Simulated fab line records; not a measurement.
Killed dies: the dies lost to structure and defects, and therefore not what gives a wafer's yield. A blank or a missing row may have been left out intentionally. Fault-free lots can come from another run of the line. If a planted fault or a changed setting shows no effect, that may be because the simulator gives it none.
fab line records | flow n5Finfet
record lots=11 | wafers=33 | lastDay=18
route steps=1938 shown BEOL_M12@1658 BEOL_M13@1675 PASSIVATION@1936
lots that met no fault: from a run of the same line without faults
startH: start of the lot's first displayed wafer, in hours after the record's first day | waitH: hours elapsed since this lot's preceding step | " repeats the value in the row above | L1.1+2: several wafers, shown together as one row | - no value, or no start was given | * or withheld: withheld | < > ~ a bound
route shown NAME@n: names a module that has steps shown in the file, with the first one's number in the route | usual: mean and standard deviation over wafers with no fault | same: alike in all rows | chamber/n: place in a boat | sites: the reading at each site | _std_site: standard deviation of those values | _edge_site: inner sites' mean taken away from outer sites' mean | radiusMm: how far each site lies from the wafer's centre | mask NAME#n: copy n | behind: the last tool/chamber to shape the wafer | hold: why the lot went on hold/how many hours it stayed there/how the hold came to an end | device: whichever transistor did not switch (one of n, p or np) | end of line: at the end of the route, the tests of the same wafers | for a step that has no rows: nothing shown but its recipe | killed: the dies lost at the first sort to structure and to defects; this is not the yield of the wafer | map: dies across one wafer; x = killed, . = not, _ = none there
set.NAME: the setting that was run; set.NAME@STEP: the one run at that earlier step | model.NAME: the simulator's own value behind a step, which no gauge read
route steps across a sampled set of lots; one table per step, one row per wafer
services: when a tool's chamber went out of use (startH, in hours from the record's first day, below 0 if earlier), for how many hours, and the reason
## steps
# step N5_BEOL_M12_INSPECT_55
# recipe inspectInstrument=darkfield | mode=postDep
# usual rawDefectCount=70/25
lot.wafer | tool             | chamber | startH | waitH | rawDefectCount
L593.1    | defectInspect-01 | -       | 243.42 | 0.0   | 74
L593.4    | "                | -       | "      | "     | 76
L593.6    | "                | -       | "      | "     | 68
L594.3    | defectInspect-02 | -       | 249.14 | 0.0   | 53
L594.4    | "                | -       | "      | "     | 58
L594.5    | "                | -       | "      | "     | 65
L597.2    | defectInspect-01 | -       | 268.68 | 0.0   | 50
L597.4    | "                | -       | "      | "     | 89
L597.6    | "                | -       | "      | "     | 78
L598.1    | defectInspect-01 | -       | 277.13 | 0.0   | 108
L598.2    | "                | -       | "      | "     | 61
L598.4    | "                | -       | "      | "     | 61
L610.1    | defectInspect-02 | -       | 358.79 | 0.0   | 87
L610.2    | "                | -       | "      | "     | 54
L610.3    | "                | -       | "      | "     | 47
L607.2    | defectInspect-01 | -       | 358.92 | 0.0   | 67
L607.5    | "                | -       | "      | "     | 71
L607.6    | "                | -       | "      | "     | 88
L613.1    | defectInspect-02 | -       | 368.19 | 0.0   | 52
L613.4    | "                | -       | "      | "     | 58
L613.6    | "                | -       | "      | "     | 76
L615.2    | defectInspect-02 | -       | 383.29 | 0.0   | 82
L615.4    | "                | -       | "      | "     | 47
L615.6    | "                | -       | "      | "     | 54
L612.2    | defectInspect-01 | -       | 383.86 | 0.0   | 79
L612.5    | "                | -       | "      | "     | 69
L612.6    | "                | -       | "      | "     | 95
L611.3    | defectInspect-01 | -       | 384.37 | 0.0   | 97
L611.5    | "                | -       | "      | "     | 92
L611.6    | "                | -       | "      | "     | 117
L614.1    | defectInspect-01 | -       | 389.37 | 0.0   | 48
L614.3    | "                | -       | "      | "     | 47
L614.4    | "                | -       | "      | "     | 73
# step N5_BEOL_M13_STRIP_63
# recipe chemistry=N2/H2 | powerW=1000 | tempC=250 | h2Frac=0.65 | overashFraction=0.3 | pressureMtorr=1000 | n2FlowSccm=1750 | h2FlowSccm=3250
# usual chamberPressureMTorr=1000.0/0.88 | drypumpMotorCurrentA=5.97/0.11 | heaterPowerW=314/33 | oesProductAu=0.675/0.005 | stripTimeToEndpointS=28.1/1.1 | tempC=250.00/0.18
lot.wafer | tool           | chamber | startH | waitH | chamberPressureMTorr | drypumpMotorCurrentA | heaterPowerW | oesProductAu | rfHoursCounterH | stripTimeToEndpointS | tempC
L593.1    | plasmaAsher-01 | 0       | 244.34 | -     | 998.4                | 6.09                 | 344          | 0.682        | 125             | 28.1                 | 250.00
L593.4    | "              | 0       | "      | "     | 1000.5               | 6.11                 | 346          | 0.667        | -               | 27.2                 | 250.25
L593.6    | "              | 1       | "      | "     | 1000.2               | 5.90                 | 326          | 0.678        | -               | 26.6                 | 250.05
L594.3    | plasmaAsher-02 | 1       | 250.19 | -     | 1000.4               | 5.76                 | 277          | 0.680        | -               | 31.0                 | 250.15
L594.4    | "              | 0       | "      | "     | 1000.1               | 6.04                 | 245          | 0.670        | -               | 28.3                 | 249.97
L594.5    | "              | 1       | "      | "     | 999.5                | 5.80                 | 280          | 0.683        | -               | 30.2                 | 250.10
L597.2    | plasmaAsher-01 | 0       | 269.71 | -     | 1000.6               | 6.05                 | 339          | 0.676        | 130             | 29.0                 | 250.26
L597.4    | "              | 1       | "      | "     | 998.5                | 5.89                 | 320          | 0.674        | -               | 28.6                 | 249.99
L597.6    | "              | 1       | "      | "     | 1000.1               | 5.90                 | 330          | 0.666        | -               | 28.3                 | 249.88
L598.1    | plasmaAsher-01 | 1       | 278.16 | -     | 999.3                | 5.92                 | 334          | 0.671        | 133             | 29.4                 | 250.04
L598.2    | "              | 0       | "      | "     | 1001.0               | 6.08                 | 341          | 0.675        | 133             | 28.6                 | 250.23
L598.4    | "              | 0       | "      | "     | 999.5                | 6.08                 | 348          | 0.673        | -               | 28.2                 | 249.82
L610.1    | plasmaAsher-01 | 0       | 360.02 | -     | 999.5                | 6.10                 | 337          | 0.677        | 149             | 29.8                 | 250.00
L610.2    | "              | 1       | "      | "     | 999.9                | 5.93                 | 321          | 0.677        | 149             | 28.4                 | 250.32
L610.3    | "              | 1       | "      | "     | 999.8                | 5.90                 | 328          | 0.678        | -               | 29.1                 | 249.86
L607.2    | plasmaAsher-01 | 0       | 360.14 | -     | 999.7                | 6.08                 | 340          | 0.684        | 149             | 30.1                 | 250.16
L607.5    | "              | 1       | "      | "     | 999.9                | 5.91                 | 331          | 0.678        | -               | 28.9                 | 250.04
L607.6    | "              | 0       | "      | "     | 1001.2               | 6.09                 | 346          | 0.682        | -               | 28.4                 | 250.14
L613.1    | plasmaAsher-01 | 1       | 369.22 | -     | 1001.5               | 5.91                 | 328          | 0.672        | 151             | 28.7                 | 249.94
L613.4    | "              | 1       | "      | "     | 1000.9               | 5.95                 | 321          | 0.672        | -               | 27.6                 | 249.96
L613.6    | "              | 1       | "      | "     | 1000.7               | 5.88                 | 318          | 0.675        | -               | 28.1                 | 249.59
L615.2    | plasmaAsher-01 | 1       | 384.33 | -     | 999.6                | 5.88                 | 326          | 0.677        | 154             | 29.6                 | 249.91
L615.4    | "              | 1       | "      | "     | 999.7                | 5.92                 | 328          | 0.679        | -               | 27.6                 | 249.88
L615.6    | "              | 0       | "      | "     | 999.7                | 6.07                 | 347          | 0.672        | -               | 27.8                 | 250.08
L612.2    | plasmaAsher-01 | 1       | 384.82 | -     | 1000.7               | 5.88                 | 324          | 0.679        | 154             | 28.2                 | 249.89
L612.5    | "              | 0       | "      | "     | 1000.5               | 6.10                 | 329          | 0.666        | -               | 26.6                 | 249.89
L612.6    | "              | 1       | "      | "     | 1000.1               | 5.89                 | 328          | 0.682        | -               | 27.0                 | 249.96
L611.3    | plasmaAsher-02 | 1       | 385.44 | -     | 999.6                | 5.78                 | 274          | 0.677        | -               | 28.7                 | 250.05
L611.5    | "              | 1       | "      | "     | 1001.5               | 5.79                 | 286          | 0.672        | -               | 27.7                 | 250.10
L611.6    | "              | 0       | "      | "     | 1000.5               | 6.03                 | 250          | 0.678        | -               | 25.7                 | 249.80
L614.1    | plasmaAsher-01 | 1       | 390.40 | -     | 1000.6               | 5.89                 | 321          | 0.681        | 156             | 28.5                 | 249.70
L614.3    | "              | 1       | "      | "     | 999.8                | 5.90                 | 326          | 0.675        | -               | 28.5                 | 249.90
L614.4    | "              | 0       | "      | "     | 1000.7               | 6.09                 | 340          | 0.674        | -               | 28.6                 | 249.74
# step N5_BEOL_M13_INSPECT_30
# recipe mode=adi | inspectInstrument=macro
# usual rawDefectCount=2.2/1.4
lot.wafer | tool             | chamber | startH | waitH | rawDefectCount
L593.1    | defectInspect-01 | -       | 244.93 | 0.0   | 4
L593.4    | "                | -       | "      | "     | 2
L593.6    | "                | -       | "      | "     | 0
L594.3    | defectInspect-01 | -       | 250.76 | 0.0   | 1
L594.4    | "                | -       | "      | "     | 1
L594.5    | "                | -       | "      | "     | 2
L597.2    | defectInspect-01 | -       | 270.30 | 0.0   | >300
L597.4    | "                | -       | "      | "     | >300
L597.6    | "                | -       | "      | "     | >300
L598.1    | defectInspect-02 | -       | 278.87 | 0.0   | >300
L598.2    | "                | -       | "      | "     | >300
L598.4    | "                | -       | "      | "     | >300
L610.1    | defectInspect-01 | -       | 360.74 | 0.0   | 2
L610.2    | "                | -       | "      | "     | 1
L610.3    | "                | -       | "      | "     | 4
L607.2    | defectInspect-01 | -       | 360.90 | 0.0   | 0
L607.5    | "                | -       | "      | "     | 1
L607.6    | "                | -       | "      | "     | 2
L613.1    | defectInspect-01 | -       | 369.80 | 0.0   | 3
L613.4    | "                | -       | "      | "     | 2
L613.6    | "                | -       | "      | "     | 1
L615.2    | defectInspect-01 | -       | 385.04 | 0.0   | 1
L615.4    | "                | -       | "      | "     | 3
L615.6    | "                | -       | "      | "     | 5
L612.2    | defectInspect-01 | -       | 385.41 | 0.0   | 3
L612.5    | "                | -       | "      | "     | 1
L612.6    | "                | -       | "      | "     | 2
L611.3    | defectInspect-01 | -       | 386.01 | 0.0   | 1
L611.5    | "                | -       | "      | "     | 2
L611.6    | "                | -       | "      | "     | 4
L614.1    | defectInspect-02 | -       | 390.99 | 0.0   | 3
L614.3    | "                | -       | "      | "     | 2
L614.4    | "                | -       | "      | "     | 0
# step N5_BEOL_M13_STRIP_37
# recipe chemistry=N2/H2 | powerW=1000 | tempC=250 | h2Frac=0.65 | overashFraction=0.3 | pressureMtorr=withheld | n2FlowSccm=1750 | h2FlowSccm=3250
# usual drypumpMotorCurrentA=5.94/0.12 | heaterPowerW=297/36 | oesProductAu=0.785/0.011 | tempC=249.99/0.2
lot.wafer | tool           | chamber | startH | waitH | drypumpMotorCurrentA | heaterPowerW | oesProductAu | rfHoursCounterH | tempC
L593.1    | plasmaAsher-02 | 1       | 245.79 | 0.0   | 5.79                 | 280          | 0.776        | 66              | 250.36
L593.4    | "              | 0       | "      | "     | 6.04                 | 246          | 0.783        | -               | 249.97
L593.6    | "              | 0       | "      | "     | 6.02                 | 245          | 0.781        | -               | 250.06
L594.3    | plasmaAsher-01 | 1       | 251.42 | 0.1   | 5.89                 | 332          | 0.788        | -               | 250.25
L594.4    | "              | 0       | "      | "     | 6.09                 | 343          | 0.785        | -               | 250.05
L594.5    | "              | 1       | "      | "     | 5.89                 | 328          | 0.797        | -               | 250.22
L597.2    | plasmaAsher-01 | 0       | 271.08 | 0.1   | 6.09                 | 346          | 0.817        | 131             | 249.71
L597.4    | "              | 1       | "      | "     | 5.90                 | 327          | 0.776        | -               | 249.97
L597.6    | "              | 0       | "      | "     | 6.11                 | 336          | 0.794        | -               | 249.75
L598.1    | plasmaAsher-01 | 0       | 279.52 | 0.0   | 6.11                 | 335          | 0.774        | 133             | 250.14
L598.2    | "              | 1       | "      | "     | 5.89                 | 326          | 0.770        | 133             | 249.66
L598.4    | "              | 0       | "      | "     | 6.05                 | 346          | 0.803        | -               | 250.03
L610.1    | plasmaAsher-01 | 0       | 361.39 | 0.0   | 6.11                 | 341          | 0.785        | 149             | 250.03
L610.2    | "              | 1       | "      | "     | 5.88                 | 331          | 0.795        | 149             | 249.80
L610.3    | "              | 1       | "      | "     | 5.90                 | 319          | 0.781        | -               | 249.82
L607.2    | plasmaAsher-02 | 0       | 361.61 | 0.0   | 6.03                 | 247          | 0.769        | 87              | 250.22
L607.5    | "              | 1       | "      | "     | 5.76                 | 281          | 0.776        | -               | 250.13
L607.6    | "              | 0       | "      | "     | 6.03                 | 243          | 0.795        | -               | 250.28
L613.1    | plasmaAsher-01 | 0       | 370.45 | 0.0   | 6.07                 | 335          | 0.781        | 152             | 250.15
L613.4    | "              | 1       | "      | "     | 5.87                 | 328          | 0.777        | -               | 250.00
L613.6    | "              | 0       | "      | "     | 6.07                 | 345          | 0.778        | -               | 250.29
L615.2    | plasmaAsher-02 | 1       | 385.74 | 0.0   | 5.78                 | 279          | 0.780        | 91              | 249.92
L615.4    | "              | 1       | "      | "     | 5.80                 | 283          | 0.793        | -               | 249.93
L615.6    | "              | 1       | "      | "     | 5.80                 | 282          | 0.792        | -               | 249.72
L612.2    | plasmaAsher-02 | 1       | 386.06 | 0.0   | 5.78                 | 283          | 0.779        | 91              | 250.03
L612.5    | "              | 0       | "      | "     | 6.03                 | 250          | 0.782        | -               | 249.50
L612.6    | "              | 1       | "      | "     | 5.77                 | 286          | 0.814        | -               | 250.19
L611.3    | plasmaAsher-02 | 0       | 386.88 | 0.1   | 6.03                 | 243          | 0.786        | -               | 250.02
L611.5    | "              | 1       | "      | "     | 5.79                 | 279          | 0.780        | -               | 249.98
L611.6    | "              | 0       | "      | "     | 6.03                 | 253          | 0.793        | -               | 249.70
L614.1    | plasmaAsher-01 | 1       | 391.64 | 0.0   | 5.90                 | 331          | 0.804        | 157             | 250.24
L614.3    | "              | 0       | "      | "     | 6.07                 | 343          | 0.788        | -               | 250.32
L614.4    | "              | 1       | "      | "     | 5.92                 | 322          | 0.810        | -               | 250.02
# step N5_BEOL_M13_PRE_CLEAN_42
# recipe gas=H2/He | timeS=30 | tempC=250
# usual heaterPowerW=336/31
lot.wafer | tool          | chamber | startH | waitH | heaterPowerW
L593.1    | pvdSputter-03 | -       | 247.21 | 0.0   | 334
L593.4    | "             | -       | "      | "     | 292
L593.6    | "             | -       | "      | "     | 366
L594.3    | pvdSputter-02 | -       | 254.98 | 0.0   | 326
L594.4    | "             | -       | "      | "     | 356
L594.5    | "             | -       | "      | "     | 329
L597.2    | pvdSputter-02 | -       | 274.62 | 0.0   | 349
L597.4    | "             | -       | "      | "     | 331
L597.6    | "             | -       | "      | "     | 335
L598.1    | pvdSputter-01 | -       | 279.93 | 0.0   | 362
L598.2    | "             | -       | "      | "     | 295
L598.4    | "             | -       | "      | "     | 389
L610.1    | pvdSputter-02 | -       | 364.98 | 0.0   | 326
L610.2    | "             | -       | "      | "     | 346
L610.3    | "             | -       | "      | "     | 361
L607.2    | pvdSputter-02 | -       | 366.40 | 0.0   | 340
L607.5    | "             | -       | "      | "     | 332
L607.6    | "             | -       | "      | "     | 358
L613.1    | pvdSputter-01 | -       | 374.50 | 0.0   | 295
L613.4    | "             | -       | "      | "     | 385
L613.6    | "             | -       | "      | "     | 291
L615.2    | pvdSputter-03 | -       | 386.47 | 0.0   | 359
L615.4    | "             | -       | "      | "     | 340
L615.6    | "             | -       | "      | "     | 363
L612.2    | pvdSputter-01 | -       | 387.45 | 0.0   | 293
L612.5    | "             | -       | "      | "     | 296
L612.6    | "             | -       | "      | "     | 384
L611.3    | pvdSputter-02 | -       | 388.54 | 0.0   | 369
L611.5    | "             | -       | "      | "     | 331
L611.6    | "             | -       | "      | "     | 332
L614.1    | pvdSputter-03 | -       | 401.00 | 0.0   | 295
L614.3    | "             | -       | "      | "     | 333
L614.4    | "             | -       | "      | "     | 370
# step N5_PASSIVATION_PROBE_49
# usual defectLimitedYield=91.4/1.5 | killed_at_M0_to_M3=33/11 | killed_at_M4_up=14/5.3 | killedAtContacts=13/6.2 | killedAtFrontEnd=39/13 | killedAtOther=3.1/2.8 | killedDies=102/17 | killedOpen=68/13 | killedShort=32/7.8 | sort_bin_5_function=5.1/0.95 | sort_bin_6_memory=3.2/0.7 | sortNPass=1078/18 | sortYieldPct=91.3/1.5
# same grossDies=1180 | killedAtBackSide=0 | sort_bin_4_leakage[%]=0 | sort_bin_8_speed[%]=0
lot.wafer | tool      | chamber | startH | waitH | defectLimitedYield[%] | killed_at_M0_to_M3 | killed_at_M4_up | killedAtContacts | killedAtFrontEnd | killedAtOther | killedDies | killedOpen | killedShort | sort_bin_5_function[%] | sort_bin_6_memory[%] | sortNPass | sortYieldPct[%]
L597.2    | prober-01 | -       | 300.93 | 0.1   | 84.7                  | 26                 | 100             | 14               | 38               | 2             | 180        | 59         | 33          | 8.0                    | 4.6                  | 1000      | 84.7
L597.4    | prober-01 | -       | 301.03 | 0.2   | 82.6                  | 29                 | 132             | 5                | 37               | 2             | 205        | 48         | 34          | 11.4                   | 3.6                  | 975       | 82.6
L597.6    | prober-01 | -       | 301.13 | 0.3   | 82.0                  | 34                 | 120             | 15               | 38               | 5             | 212        | 69         | 28          | 11.7                   | 4.6                  | 968       | 82.0
L598.1    | prober-01 | -       | 309.99 | 0.0   | 81.3                  | 31                 | 135             | 13               | 41               | 1             | 221        | 77         | 18          | 12.0                   | 5.1                  | 959       | 81.3
L598.2    | prober-01 | -       | 310.04 | 0.1   | 84.7                  | 30                 | 96              | 18               | 36               | 0             | 180        | 69         | 26          | 9.3                    | 3.6                  | 1000      | 84.7
L598.4    | prober-01 | -       | 310.14 | 0.2   | 83.5                  | 41                 | 112             | 9                | 32               | 1             | 195        | 65         | 37          | 10.2                   | 3.8                  | 985       | 83.5
L610.2    | prober-01 | -       | 394.66 | 0.1   | 90.6                  | 25                 | 21              | 14               | 49               | 2             | 111        | 73         | 38          | 5.9                    | 3.0                  | 1069      | 90.6
L610.3    | prober-01 | -       | 394.71 | 0.1   | 90.7                  | 22                 | 14              | 9                | 58               | 7             | 110        | 73         | 36          | 5.2                    | 3.9                  | 1070      | 90.7
L613.1    | prober-01 | -       | 404.50 | 0.0   | 92.5                  | 44                 | 9               | 9                | 26               | 1             | 89         | 65         | 24          | 4.4                    | 3.0                  | 1091      | 92.5
L613.4    | prober-01 | -       | 404.65 | 0.2   | 90.3                  | 36                 | 20              | 19               | 37               | 3             | 115        | 73         | 42          | 5.9                    | 3.5                  | 1065      | 90.3
L612.2    | prober-02 | -       | 422.91 | 0.1   | 90.2                  | 56                 | 6               | 6                | 45               | 3             | 116        | 65         | 41          | 4.8                    | 3.9                  | 1064      | 90.2
L612.5    | prober-02 | -       | 423.06 | 0.2   | 89.6                  | 34                 | 13              | 18               | 56               | 2             | 123        | 84         | 36          | 6.8                    | 3.1                  | 1057      | 89.6
L612.6    | prober-02 | -       | 423.11 | 0.3   | 89.0                  | 46                 | 13              | 14               | 55               | 2             | 130        | 76         | 52          | 6.4                    | 3.9                  | 1050      | 89.0
L611.5    | prober-02 | -       | 425.76 | 0.2   | 89.2                  | 56                 | 11              | 15               | 37               | 9             | 128        | 80         | 47          | 5.8                    | 4.4                  | 1052      | 89.2
L611.6    | prober-02 | -       | 425.81 | 0.3   | 92.1                  | 38                 | 11              | 11               | 31               | 2             | 93         | 52         | 35          | 4.7                    | 2.9                  | 1087      | 92.1
L614.1    | prober-01 | -       | 427.37 | 0.0   | 92.3                  | 19                 | 20              | 11               | 34               | 7             | 91         | 64         | 26          | 4.7                    | 2.8                  | 1089      | 92.3
L614.3    | prober-01 | -       | 427.47 | 0.1   | 94.6                  | 21                 | 12              | 7                | 20               | 4             | 64         | 40         | 24          | 3.6                    | 1.4                  | 1116      | 94.6
# killed by level:class
L597.2 BEOL_M13:unspecified=87 DUMMY_GATE:geometricParticle:open=9 MOL_CONTACT_COAG:geometricParticle:open=9 BEOL_M0_SAQP:geometricParticle:short=9 BEOL_M0_SAQP:geometricParticle:open=7 FIN_SAQP:geometricParticle:open=5 FIN_SAQP:geometricParticle:short=5 STI_FIN_REVEAL:geometricParticle:open=5
L597.4 BEOL_M13:unspecified=123 BEOL_M2:geometricParticle:open=10 FIN_SAQP:geometricParticle:open=9 FIN_SAQP:geometricParticle:short=8 BEOL_M0_SAQP:geometricParticle:short=7 BEOL_M0_SAQP:geometricParticle:open=7 STI_FIN_REVEAL:geometricParticle:open=5 BEOL_M5:geometricParticle:open=4
L597.6 BEOL_M13:unspecified=115 MOL_CONTACT_COAG:geometricParticle:open=12 STI_FIN_REVEAL:geometricParticle:open=10 BEOL_M0_SAQP:geometricParticle:open=9 BEOL_M0_SAQP:geometricParticle:short=8 STI_FIN_REVEAL:geometricParticle:short=6 FIN_SAQP:geometricParticle:open=4 FIN_CUT:geometricParticle:open=4
L598.1 BEOL_M13:unspecified=126 MOL_CONTACT_COAG:geometricParticle:open=12 BEOL_M3:geometricParticle:open=12 FIN_SAQP:geometricParticle:open=10 STI_FIN_REVEAL:geometricParticle:open=8 BEOL_M0_SAQP:geometricParticle:open=7 BEOL_M1:geometricParticle:open=7 STARTING-WAFER:geometricParticle:open=6
L598.2 BEOL_M13:unspecified=85 MOL_CONTACT_COAG:geometricParticle:open=16 FIN_SAQP:geometricParticle:short=9 STI_FIN_REVEAL:geometricParticle:open=9 FIN_SAQP:geometricParticle:open=8 BEOL_M0:geometricParticle:open=6 BEOL_M2:geometricParticle:open=6 BEOL_M3:geometricParticle:open=6
L598.4 BEOL_M13:unspecified=93 BEOL_M0_SAQP:geometricParticle:short=11 MOL_CONTACT_COAG:geometricParticle:open=8 BEOL_M2:geometricParticle:open=7 BEOL_M3:geometricParticle:open=6 BEOL_M0_SAQP:geometricParticle:open=6 BEOL_M4:geometricParticle:open=6 FIN_SAQP:geometricParticle:short=5
L610.2 MOL_CONTACT_COAG:geometricParticle:open=11 BEOL_M0_SAQP:geometricParticle:short=11 BEOL_M4:geometricParticle:open=10 FIN_SAQP:geometricParticle:open=8 GATE_CUT:geometricParticle:short=8 BEOL_M0_SAQP:geometricParticle:open=8 DUMMY_GATE:geometricParticle:open=7 STI_FIN_REVEAL:geometricParticle:open=5
L610.3 FIN_SAQP:geometricParticle:open=17 FIN_SAQP:geometricParticle:short=9 BEOL_M0_SAQP:geometricParticle:short=9 BEOL_M4:geometricParticle:open=9 MOL_CONTACT_COAG:geometricParticle:open=8 GATE_CUT:geometricParticle:open=7 STI_FIN_REVEAL:geometricParticle:open=5 ILD0:geometricParticle:open=5
L613.1 BEOL_M0_SAQP:geometricParticle:open=19 BEOL_M0_SAQP:geometricParticle:short=11 MOL_CONTACT_COAG:geometricParticle:open=8 FIN_SAQP:geometricParticle:open=5 DUMMY_GATE:geometricParticle:open=4 BEOL_M2:geometricParticle:open=4 BEOL_M3:geometricParticle:open=4 STARTING-WAFER:geometricParticle:open=4
L613.4 BEOL_M0_SAQP:geometricParticle:short=16 MOL_CONTACT_COAG:geometricParticle:open=15 BEOL_M0_SAQP:geometricParticle:open=13 BEOL_M4:geometricParticle:open=9 FIN_SAQP:geometricParticle:short=7 STI_FIN_REVEAL:geometricParticle:open=7 FIN_SAQP:geometricParticle:open=6 STARTING-WAFER:geometricParticle:open=5
L612.2 BEOL_M0_SAQP:geometricParticle:short=11 BEOL_M0_SAQP:geometricParticle:open=10 BEOL_M3:geometricParticle:open=10 STI_FIN_REVEAL:geometricParticle:open=9 FIN_SAQP:geometricParticle:open=8 BEOL_M2:geometricParticle:open=8 HKMG_FIN:areaEtch=8 FIN_SAQP:geometricParticle:short=7
L612.5 MOL_CONTACT_COAG:geometricParticle:open=15 FIN_SAQP:geometricParticle:open=12 STI_FIN_REVEAL:geometricParticle:open=12 BEOL_M0_SAQP:geometricParticle:open=9 BEOL_M0_SAQP:geometricParticle:short=9 FIN_SAQP:geometricParticle:short=6 DUMMY_GATE:geometricParticle:open=6 BEOL_M2:geometricParticle:open=5
L612.6 FIN_SAQP:geometricParticle:open=12 FIN_SAQP:geometricParticle:short=9 BEOL_M2:geometricParticle:open=9 STARTING-WAFER:geometricParticle:short=9 MOL_CONTACT_COAG:geometricParticle:open=8 BEOL_M0_SAQP:geometricParticle:open=8 BEOL_M0_SAQP:geometricParticle:short=7 BEOL_M1:geometricParticle:open=7
L611.5 BEOL_M0_SAQP:geometricParticle:short=18 BEOL_M0_SAQP:geometricParticle:open=17 MOL_CONTACT_COAG:geometricParticle:open=13 BEOL_M4:geometricParticle:open=7 PASS1_DEP:geometricParticle:short=7 GATE_CUT:geometricParticle:open=6 BEOL_M2:geometricParticle:open=6 BEOL_M3:geometricParticle:short=6
L611.6 BEOL_M0_SAQP:geometricParticle:open=11 MOL_CONTACT_COAG:geometricParticle:open=11 BEOL_M0_SAQP:geometricParticle:short=9 BEOL_M4:geometricParticle:open=7 STARTING-WAFER:geometricParticle:short=6 BEOL_M3:geometricParticle:short=5 FIN_SAQP:geometricParticle:short=4 STI_FIN_REVEAL:geometricParticle:open=4
L614.1 MOL_CONTACT_COAG:geometricParticle:open=10 BEOL_M4:geometricParticle:open=10 GATE_CUT:geometricParticle:short=8 FIN_SAQP:geometricParticle:open=7 BEOL_M0_SAQP:geometricParticle:open=6 FIN_SAQP:geometricParticle:short=4 GATE_CUT:geometricParticle:open=4 BEOL_M0_SAQP:geometricParticle:short=4
L614.3 BEOL_M2:geometricParticle:open=7 MOL_CONTACT_COAG:geometricParticle:open=6 GATE_CUT:geometricParticle:open=5 BEOL_M4:geometricParticle:open=5 GATE_CUT:geometricParticle:short=4 FIN_SAQP:geometricParticle:short=3 FIN_SAQP:geometricParticle:open=3 STI_FIN_REVEAL:geometricParticle:short=3
## services
tool           | chamber | startH | hours | kind
plasmaAsher-02 | -       | 275.42 | 2.4   | repair
plasmaAsher-01 | -       | 329.49 | 0.4   | repair
pvdSputter-03  | -       | 393.82 | 0.9   | repair
## key
firstSign step=N5_BEOL_M13_INSPECT_30 | reading=rawDefectCount | direction=up | sigmas=99+ | usual=2.2 | struck=>300
effect step=N5_PASSIVATION_PROBE_49 | reading=killed_at_M4_up | direction=up | sigmas=19 | usual=14 | struck=116
moreKillsBornAt N5_BEOL_M13_STRIP_63@plasmaAsher-01=629
metAt N5_BEOL_M13_STRIP_63
struckLots L597,L598
notActingAt N5_BEOL_M12_INSPECT_55,N5_BEOL_M13_STRIP_37,N5_BEOL_M13_PRE_CLEAN_42
onsetBetween 244.34 269.71
fault kind=chamberParticleSource | tool=plasmaAsher-01 | chamber=- | onsetH=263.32 | steps=N5_BEOL_M13_STRIP_63 | ratePerVisitCm2=0.78462 | endH=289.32
